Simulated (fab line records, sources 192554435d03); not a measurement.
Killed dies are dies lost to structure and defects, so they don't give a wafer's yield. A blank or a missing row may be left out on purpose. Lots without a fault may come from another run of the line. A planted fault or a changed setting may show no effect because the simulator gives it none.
Split-lot experiment | flow n5_finfet | 7 lots, 21 wafers read, on a route of 1938 steps

THE SPLIT
At N5_BEOL_M5_ETCH_62 (etches SOC in N2/H2, target depth 75 nm, overetch 15 nm, time 112.5 s), the setting source_w was moved away from the recipe's 840 W on 7 of the 21 wafers read, by -12.4% to +14.9%. The other wafers ran this setting at the recipe's value.

The reading is taken at the split's own step.

THE READING
rf_vpp_V, in V, at N5_BEOL_M5_ETCH_62 (etches SOC in N2/H2, target depth 75 nm, overetch 15 nm, time 112.5 s). Fault-free wafers of this fab line usually give 523.7 V, standard deviation 1.8 V.

wafer  | tool, chamber at the split | source_w as run, W | against the recipe | rf_vpp_V, V | against lot-mates on the recipe
L074.2 | rie_diel-03, 0             | 840                | recipe             | 521.8       | -
L074.3 | rie_diel-03, 3             | 840                | recipe             | 526.0       | -
L074.6 | rie_diel-03, 0             | 840                | recipe             | 522.3       | -
L076.1 | rie_diel-03, 1             | 958.7              | +14.1%             | 502.7       | -22.5
L076.3 | rie_diel-03, 3             | 840                | recipe             | 525.2       | -
L076.5 | rie_diel-03, 0             | 958.7              | +14.1%             | 498.6       | -26.6
L077.1 | rie_diel-02, 1             | 735.6              | -12.4%             | 545.3       | +22.8
L077.3 | rie_diel-02, 2             | 735.6              | -12.4%             | 547.1       | +24.6
L077.5 | rie_diel-02, 1             | 840                | recipe             | 522.5       | -
L087.3 | rie_diel-05, 3             | 840                | recipe             | 520.7       | -
L087.4 | rie_diel-05, 2             | 840                | recipe             | 523.8       | -
L087.6 | rie_diel-05, 3             | 840                | recipe             | 519.0       | -
L090.2 | rie_diel-05, 3             | 840                | recipe             | 521.8       | -
L090.4 | rie_diel-05, 1             | 965.5              | +14.9%             | 503.6       | -18.2
L090.5 | rie_diel-05, 2             | 965.5              | +14.9%             | 500.3       | -21.5
L089.2 | rie_diel-05, 1             | 840                | recipe             | 527.6       | -
L089.4 | rie_diel-05, 3             | 840                | recipe             | 521.2       | -
L089.6 | rie_diel-05, 1             | 840                | recipe             | 526.0       | -
L091.1 | rie_diel-02, 3             | 963.6              | +14.7%             | 500.9       | -21.9
L091.2 | rie_diel-02, 0             | 840                | recipe             | 522.6       | -
L091.3 | rie_diel-02, 2             | 840                | recipe             | 523.0       | -

THE FIT
A straight line over all 21 wafers: rf_vpp_V changes by -1.6 V for each +1% of source_w; r = -0.98; the points scatter about the line by 2.5 V.
The same after taking each lot's own level away (the mean of its wafers on the recipe; 21 wafers): -1.63 V for each +1%; r = -0.98; scatter 2.5 V.
On that fit, the largest move of source_w shifts the reading by 24 V.
The lots' own levels span 521.17 to 525.20 V, that is 2.2 times the standard deviation above.
So the lot-to-lot level changes the slope little: the two slopes agree.
Check: with one of the wafers moved furthest among these (+14.9%) left out of the fit, the line predicts -24.8 V for it against its lot-mates. It came out at -18.2 V against them.
Tool readings at the split's step, against how far the setting was moved: rf_vpp_V r = -0.98.

OTHER SPLITS ON THESE WAFERS
These wafers also went through other splits before the reading. Each is held against what the fit with the lots' levels taken away leaves over:
other split on the same wafers     | wafers away from the commonest value | r with rf_vpp_V (lot level and that fit taken away)
N5_BEOL_M0_CUTY_ETCH_63 time_s     | 7                                    | -0.01
N5_BEOL_M2_ILD_DEP_00 time_s       | 9                                    | +0.05
N5_BEOL_M2_PECVD_72 temp_c         | 8                                    | -0.05
N5_BEOL_M2_TRENCH_ETCH_37 source_w | 8                                    | +0.15
N5_BEOL_M4_DESCUM_33 time_s        | 6                                    | +0.19
N5_BEOL_M5_ETCH_72 bias_w          | 5                                    | -0.31

THE FILE'S OWN FIT
rf_vpp_V changes by -1.59 V for each +1% of source_w, r = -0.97.
